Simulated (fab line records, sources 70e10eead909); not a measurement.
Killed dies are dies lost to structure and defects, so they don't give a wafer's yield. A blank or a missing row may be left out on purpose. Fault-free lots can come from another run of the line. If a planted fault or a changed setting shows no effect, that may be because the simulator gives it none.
Matching of chambers || flow nand_harc || NHARC_A_CONTACT_ETCH_106 on rie_diel-08 has 4 sister chambers
The step etches the open film in CF4/O2, target depth 90 nm, overetch 9 nm, time 49.5 s. 20 wafers are shown with their chamber, then 10 later ones without.

## WAFERS, EACH WITH ITS CHAMBER
{"wafer": "L076.4", "chamber": 0, "drypump_motor_current_A (A)": 5.9, "showerhead_plenum_p_Torr (Torr)": 1.30, "chamber_pressure_mTorr (mTorr)": 29.983}
{"wafer": "L076.5", "chamber": 2, "drypump_motor_current_A (A)": 6.0, "showerhead_plenum_p_Torr (Torr)": 1.31, "chamber_pressure_mTorr (mTorr)": 30.019}
{"wafer": "L076.6", "chamber": 3, "drypump_motor_current_A (A)": 6.1, "showerhead_plenum_p_Torr (Torr)": 1.29, "chamber_pressure_mTorr (mTorr)": 30.033}
{"wafer": "L077.1", "chamber": 2, "drypump_motor_current_A (A)": 6.0, "showerhead_plenum_p_Torr (Torr)": 1.31, "chamber_pressure_mTorr (mTorr)": 29.987}
{"wafer": "L077.2", "chamber": 0, "drypump_motor_current_A (A)": 5.9, "showerhead_plenum_p_Torr (Torr)": 1.30, "chamber_pressure_mTorr (mTorr)": 29.986}
{"wafer": "L077.3", "chamber": 3, "drypump_motor_current_A (A)": 6.1, "showerhead_plenum_p_Torr (Torr)": 1.29, "chamber_pressure_mTorr (mTorr)": 29.953}
{"wafer": "L078.1", "chamber": 2, "drypump_motor_current_A (A)": 6.0, "showerhead_plenum_p_Torr (Torr)": 1.31, "chamber_pressure_mTorr (mTorr)": 30.019}
{"wafer": "L078.2", "chamber": 3, "drypump_motor_current_A (A)": 6.2, "showerhead_plenum_p_Torr (Torr)": 1.29, "chamber_pressure_mTorr (mTorr)": 29.982}
{"wafer": "L078.4", "chamber": 0, "drypump_motor_current_A (A)": 5.9, "showerhead_plenum_p_Torr (Torr)": 1.30, "chamber_pressure_mTorr (mTorr)": 30.018}
{"wafer": "L081.1", "chamber": 1, "drypump_motor_current_A (A)": 5.8, "showerhead_plenum_p_Torr (Torr)": 1.29, "chamber_pressure_mTorr (mTorr)": 29.991}
{"wafer": "L081.3", "chamber": 3, "drypump_motor_current_A (A)": 6.2, "showerhead_plenum_p_Torr (Torr)": 1.28, "chamber_pressure_mTorr (mTorr)": 29.984}
{"wafer": "L081.5", "chamber": 0, "drypump_motor_current_A (A)": 5.9, "showerhead_plenum_p_Torr (Torr)": 1.29, "chamber_pressure_mTorr (mTorr)": 30.004}
{"wafer": "L083.2", "chamber": 1, "drypump_motor_current_A (A)": 5.8, "showerhead_plenum_p_Torr (Torr)": 1.29, "chamber_pressure_mTorr (mTorr)": 29.968}
{"wafer": "L083.3", "chamber": 0, "drypump_motor_current_A (A)": 5.9, "showerhead_plenum_p_Torr (Torr)": 1.29, "chamber_pressure_mTorr (mTorr)": 29.971}
{"wafer": "L083.4", "chamber": 2, "drypump_motor_current_A (A)": 6.0, "showerhead_plenum_p_Torr (Torr)": 1.31, "chamber_pressure_mTorr (mTorr)": 30.000}
{"wafer": "L088.4", "chamber": 2, "drypump_motor_current_A (A)": 6.0, "showerhead_plenum_p_Torr (Torr)": 1.30, "chamber_pressure_mTorr (mTorr)": 30.025}
{"wafer": "L088.5", "chamber": 1, "drypump_motor_current_A (A)": 5.8, "showerhead_plenum_p_Torr (Torr)": 1.29, "chamber_pressure_mTorr (mTorr)": 29.999}
{"wafer": "L088.6", "chamber": 2, "drypump_motor_current_A (A)": 6.0, "showerhead_plenum_p_Torr (Torr)": 1.30, "chamber_pressure_mTorr (mTorr)": 30.020}
{"wafer": "L090.1", "chamber": 3, "drypump_motor_current_A (A)": 6.1, "showerhead_plenum_p_Torr (Torr)": 1.28, "chamber_pressure_mTorr (mTorr)": 29.956}
{"wafer": "L090.2", "chamber": 2, "drypump_motor_current_A (A)": 6.0, "showerhead_plenum_p_Torr (Torr)": 1.30, "chamber_pressure_mTorr (mTorr)": 30.010}

SIGNATURES, as means of the wafers listed above
{"reading": "drypump_motor_current_A", "chamber 0": 5.900, "chamber 1": 5.800, "chamber 2": 6.000, "chamber 3": 6.140, "scatter within a chamber": 0.0274}
{"reading": "showerhead_plenum_p_Torr", "chamber 0": 1.2960, "chamber 1": 1.2900, "chamber 2": 1.3057, "chamber 3": 1.2860, "scatter within a chamber": 0.00507}
{"reading": "chamber_pressure_mTorr", "chamber 0": 29.99240, "chamber 1": 29.98600, "chamber 2": 30.01143, "chamber 3": 29.98160, "scatter within a chamber": 0.0211}
Rule: a wafer lies at a distance from a chamber equal to the root of the sum of squares, over the readings, of (its reading less the chamber's mean, divided by the reading's scatter). If the next closest chamber is less than 2 further off than the closest, the wafer can't be placed; otherwise it belongs to the closest. The scatter: the root of (the sum of the squares of (reading less its chamber's mean) over the shown wafers, divided by (wafers less chambers)).

## WAFERS WITHOUT THEIR CHAMBER
{"wafer": "L090.6", "drypump_motor_current_A (A)": 6.0, "showerhead_plenum_p_Torr (Torr)": 1.30, "chamber_pressure_mTorr (mTorr)": 29.993}
{"wafer": "L094.2", "drypump_motor_current_A (A)": 6.2, "showerhead_plenum_p_Torr (Torr)": 1.28, "chamber_pressure_mTorr (mTorr)": 30.013}
{"wafer": "L094.3", "drypump_motor_current_A (A)": 6.0, "showerhead_plenum_p_Torr (Torr)": 1.30, "chamber_pressure_mTorr (mTorr)": 29.957}
{"wafer": "L094.5", "drypump_motor_current_A (A)": 6.0, "showerhead_plenum_p_Torr (Torr)": 1.30, "chamber_pressure_mTorr (mTorr)": 29.949}
{"wafer": "L093.2", "drypump_motor_current_A (A)": 6.1, "showerhead_plenum_p_Torr (Torr)": 1.28, "chamber_pressure_mTorr (mTorr)": 30.014}
{"wafer": "L093.3", "drypump_motor_current_A (A)": 5.9, "showerhead_plenum_p_Torr (Torr)": 1.29, "chamber_pressure_mTorr (mTorr)": 30.036}
{"wafer": "L093.4", "drypump_motor_current_A (A)": 5.8, "showerhead_plenum_p_Torr (Torr)": 1.29, "chamber_pressure_mTorr (mTorr)": 30.012}
{"wafer": "L097.1", "drypump_motor_current_A (A)": 6.0, "showerhead_plenum_p_Torr (Torr)": 1.30, "chamber_pressure_mTorr (mTorr)": 30.024}
{"wafer": "L097.3", "drypump_motor_current_A (A)": 5.8, "showerhead_plenum_p_Torr (Torr)": 1.29, "chamber_pressure_mTorr (mTorr)": 30.018}
{"wafer": "L097.4", "drypump_motor_current_A (A)": 6.1, "showerhead_plenum_p_Torr (Torr)": 1.28, "chamber_pressure_mTorr (mTorr)": 29.980}

## CHAMBER TAKEN BY EACH
{"wafer": "L090.6", "from the rows above": 2, "in truth": 2}
{"wafer": "L094.2", "from the rows above": 3, "in truth": 3}
{"wafer": "L094.3", "from the rows above": "can't be placed: 2 or 0", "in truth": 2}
{"wafer": "L094.5", "from the rows above": "can't be placed: 2 or 0", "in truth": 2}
{"wafer": "L093.2", "from the rows above": 3, "in truth": 3}
{"wafer": "L093.3", "from the rows above": "can't be placed: 0 or 1", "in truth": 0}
{"wafer": "L093.4", "from the rows above": 1, "in truth": 1}
{"wafer": "L097.1", "from the rows above": 2, "in truth": 2}
{"wafer": "L097.3", "from the rows above": 1, "in truth": 1}
{"wafer": "L097.4", "from the rows above": 3, "in truth": 3}
7 of 10 placed correctly. Can't be placed from these rows: 3 (the true chamber is among the candidates in 3). Wrongly placed: 0.
